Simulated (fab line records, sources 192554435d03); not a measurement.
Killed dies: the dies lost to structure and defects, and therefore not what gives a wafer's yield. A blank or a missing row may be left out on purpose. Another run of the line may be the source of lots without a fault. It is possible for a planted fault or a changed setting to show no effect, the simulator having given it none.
Chamber matching -- flow n5_finfet -- N5_DUMMY_GATE_STRIP_41 on rie_diel-01 has 4 sister chambers
The step strips in O2. 14 wafers are shown with their chamber, then 7 later ones without.

## WAFERS WITH THEIR CHAMBER
wafer,chamber,drypump_motor_current_A (A),oes_product_au (a.u.),throttle_valve_pct (%)
L078.1,2,6.1,0.68,16.5
L078.4,3,6.4,0.96,16.4
L078.6,2,6.1,0.68,16.5
L081.2,3,6.4,0.93,16.4
L081.3,2,6.1,0.67,16.6
L081.5,0,4.8,0.95,16.3
L084.2,1,5.2,0.73,17.0
L084.3,0,4.7,0.95,16.3
L084.6,2,6.1,0.67,16.6
L087.1,1,5.2,0.73,17.0
L087.5,3,6.4,0.91,16.4
L087.6,0,4.8,0.93,16.4
L092.1,0,4.8,0.92,16.4
L092.2,1,5.2,0.72,17.0

SIGNATURES (means of the wafers above)
reading,chamber 0,chamber 1,chamber 2,chamber 3,scatter within a chamber
drypump_motor_current_A,4.775,5.200,6.100,6.400,0.0274
oes_product_au,0.9375,0.7267,0.6750,0.9333,0.0145
throttle_valve_pct,16.350,17.000,16.550,16.400,0.0447
Rule: for a wafer and a chamber, the distance is found by dividing, reading by reading, the gap between the wafer's reading and the chamber's mean by the reading's scatter, squaring, summing and taking the root. If the next closest chamber is less than 2 further off than the closest, the wafer can't be placed; otherwise it belongs to the closest. The scatter is the square root of a quotient: the sum, over the shown wafers, of each reading's squared deviation from its chamber's mean, divided by wafers minus chambers.

## WAFERS WITH NO CHAMBER GIVEN
wafer,drypump_motor_current_A (A),oes_product_au (a.u.),throttle_valve_pct (%)
L092.3,6.1,1.00,16.1
L093.3,5.2,0.72,17.0
L093.4,4.8,0.91,16.4
L093.6,5.2,0.71,17.0
L095.2,6.4,0.89,16.5
L095.3,5.2,0.72,17.0
L095.4,4.8,0.89,16.4

## EACH ONE'S CHAMBER
wafer,from the rows above,in truth
L092.3,3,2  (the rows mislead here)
L093.3,1,1
L093.4,0,0
L093.6,1,1
L095.2,3,3
L095.3,1,1
L095.4,0,0
Correct placement for 6 of the 7. Not placeable from these rows: 0. Placed wrongly: 1.
